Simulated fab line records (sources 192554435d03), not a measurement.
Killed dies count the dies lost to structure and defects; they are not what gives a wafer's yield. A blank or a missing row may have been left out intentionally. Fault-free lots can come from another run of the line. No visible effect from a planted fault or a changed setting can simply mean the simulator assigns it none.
Lot-split experiment | flow n5_finfet | 21 wafers read from 7 lots, route of 1938 steps

## ABOUT THE SPLIT
At N5_PASSIVATION_ETCH_54 (etches SiO2 in CHF3/O2, target depth 880 nm, time 440 s), the setting time_s was moved away from the recipe's 440 s on 8 of the 21 wafers read, by -20.9% to -8.0%. This setting was run at the recipe's value on the other wafers.

The reading is taken at the split's own step.

## THE READING
etch.depth_nm (the simulator's own value, which no gauge read), in nm, at N5_PASSIVATION_ETCH_54 (etches SiO2 in CHF3/O2, target depth 880 nm, time 440 s). The file does not state a usual value for it. The 13 wafers here that ran the recipe average 875.4 nm, standard deviation 11 nm.

wafer  | tool, chamber at the split | time_s as run, s | against the recipe | etch.depth_nm, nm | against lot-mates on the recipe
L074.1 | rie_diel-01, 2             | 440              | recipe             | 884.2             | -
L074.2 | rie_diel-01, 0             | 440              | recipe             | 874.8             | -
L074.5 | rie_diel-01, 1             | 440              | recipe             | 894.6             | -
L079.3 | rie_diel-05, 1             | 369.1            | -16.1%             | 752.8             | -123.8
L079.4 | rie_diel-05, 3             | 440              | recipe             | 885.9             | -
L079.5 | rie_diel-05, 2             | 440              | recipe             | 867.3             | -
L081.1 | rie_diel-05, 3             | 384.8            | -12.5%             | 775.5             | -94.8
L081.2 | rie_diel-05, 0             | 440              | recipe             | 870.3             | -
L081.3 | rie_diel-05, 1             | 384.8            | -12.5%             | 783.9             | -86.4
L080.3 | rie_diel-04, 1             | 440              | recipe             | 875.4             | -
L080.5 | rie_diel-04, 2             | 440              | recipe             | 889.5             | -
L080.6 | rie_diel-04, 3             | 380.6            | -13.5%             | 801.8             | -80.7
L089.1 | rie_diel-04, 3             | 404.8            | -8.0%              | 838.9             | no lot-mate on the recipe
L089.2 | rie_diel-04, 0             | 404.8            | -8.0%              | 823               | no lot-mate on the recipe
L089.6 | rie_diel-04, 3             | 404.8            | -8.0%              | 836.4             | no lot-mate on the recipe
L092.2 | rie_diel-05, 0             | 440              | recipe             | 869.3             | -
L092.4 | rie_diel-05, 2             | 348.2            | -20.9%             | 674.2             | -189.8
L092.5 | rie_diel-05, 2             | 440              | recipe             | 858.6             | -
L094.1 | rie_diel-05, 1             | 440              | recipe             | 886.9             | -
L094.3 | rie_diel-05, 0             | 440              | recipe             | 860.4             | -
L094.6 | rie_diel-05, 3             | 440              | recipe             | 863.6             | -

THE FIT
A straight line over all 21 wafers: etch.depth_nm changes by +7.89 nm for each +1% of time_s; r = +0.96; the points scatter about the line by 17 nm.
The same after taking each lot's own level away (the mean of its wafers on the recipe; 18 wafers): +7.89 nm for each +1%; r = +0.98; scatter 12 nm.
The reading moves by 1.6e+02 nm for the largest change in time_s, on that fit.
The lots' own levels span 863.95 to 884.53 nm, that is 1.8 times the standard deviation above.
Hence the lot-to-lot level has little effect on the slope; both slopes agree.
Check: -148 nm against its lot-mates is what the line predicts for one of the wafers moved furthest among these (-20.9%) when that wafer is left out of the fit. It came out at -190 nm against them.

## THE WHOLE CHAIN: every reading that the file lists as answering this split, in the file's order
step                   | what it does                                            | reading                                                                       | change (the file's fit)              | r (the file's)
N5_PASSIVATION_ETCH_54 | etches SiO2 in CHF3/O2, target depth 880 nm, time 440 s | PASSIVATION.feature_depth_nm (the simulator's own value, which no gauge read) | +7.91 nm for each +1% of the setting | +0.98
N5_PASSIVATION_ETCH_54 | etches SiO2 in CHF3/O2, target depth 880 nm, time 440 s | etch.depth_nm (the simulator's own value, which no gauge read)                | +7.91 nm for each +1% of the setting | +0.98

## FILE'S OWN FIT
etch.depth_nm changes by +7.91 nm for each +1% of time_s, r = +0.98.
